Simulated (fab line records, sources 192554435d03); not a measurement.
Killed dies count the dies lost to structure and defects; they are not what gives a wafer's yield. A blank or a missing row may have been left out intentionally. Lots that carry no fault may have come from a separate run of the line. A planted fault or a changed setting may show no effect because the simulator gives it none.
Problem report, 8D (eight disciplines) form, completed by code + flow n5_finfet + the parts of the form that need people (team, actions taken, sign-off) are left out

1. THE PROBLEM
susceptor_temp_C at N5_BEOL_M3_PECVD_72 reads a mean of 404.08 C on 6 wafers of 2 lots; wafers without a fault read 399.99 C with a standard deviation of 0.21. That is +19 standard deviations from the usual mean.
The step: deposits SiO2 from TEOS/O2, target thk 16 nm, time 18 s.
Earliest sighting: wafer L820.1 on pecvd-03 at day 12 02:35. At this step, 12 wafers from 4 lots have a number in the record. Rule for "out" (also "out of limits"): further than 4 standard deviations from the usual mean. The other wafers with a number count as sound.

2. WHAT IT IS, AND WHAT IT ISN'T
| question                    | is                     | is not                                                             |
|-----------------------------|------------------------|--------------------------------------------------------------------|
| which readings at this step | susceptor_temp_C       | heater_power_w, showerhead_plenum_p_Torr, throttle_valve_pct       |
| which lots                  | L820, L824             | L816, L826                                                         |
| which wafers of those lots  | all that have a number | -                                                                  |
| read on which tools         | pecvd-03               | pecvd-01                                                           |
| when                        | from day 12 02:35      | up to then (3 sound wafers); but 3 sound wafers of L826 came after |

3. SUSPECTS, AND WHAT RULES EACH OUT
Counting: a tool at a process step up to the reading stays a suspect if it ran every lot that is out and no sound lot after the first of them.
- pecvd-03 at N5_BEOL_M3_PECVD_72 (deposits SiO2 from TEOS/O2, target thk 16 nm, time 18 s): kept. Every lot that is out went through it, starting with L820 (day 12 02:35), and after that it ran no sound lot; the last sound lot it ran before then is L816 (day 11 02:10). Out on those wafers are its own readings of susceptor_temp_C.
Left after counting: pecvd-03 at N5_BEOL_M3_PECVD_72.

4. THE CAUSE (what the simulator had put in)
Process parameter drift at N5_BEOL_M3_PECVD_72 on pecvd-03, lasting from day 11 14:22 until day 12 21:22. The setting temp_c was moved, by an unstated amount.
Counting left only this tool.

5. THE CHAIN OF EFFECTS, in route order
Rows list readings where the struck wafers' mean (over those with a number) sits beyond 3 standard deviations from the usual. Readings are gone through only where the record gives a usual standard deviation; hours: the median, over the lots, of the time from a lot's start at the first step in this table giving one to that lot's start at this step; sigmas: the change measured in usual standard deviations.
| hours | step                | reading          | usual    | on struck wafers | change | sigmas |
|-------|---------------------|------------------|----------|------------------|--------|--------|
| 0     | N5_BEOL_M3_PECVD_72 | susceptor_temp_C | 399.99 C | 404.08           | +4.09  | +19    |
The process steps in it:
- N5_BEOL_M3_PECVD_72: deposits SiO2 from TEOS/O2, target thk 16 nm, time 18 s.
Later measuring or inspecting steps at which every struck wafer that the step has a row for has a number for every such reading, and none has moved that far: N5_BEOL_M4_RC_MEAS_101.

6. WHAT WOULD HAVE CAUGHT IT SOONER
The fault began at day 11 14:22; the first out-of-limits reading in this record came at day 12 02:35, 12 hours later.
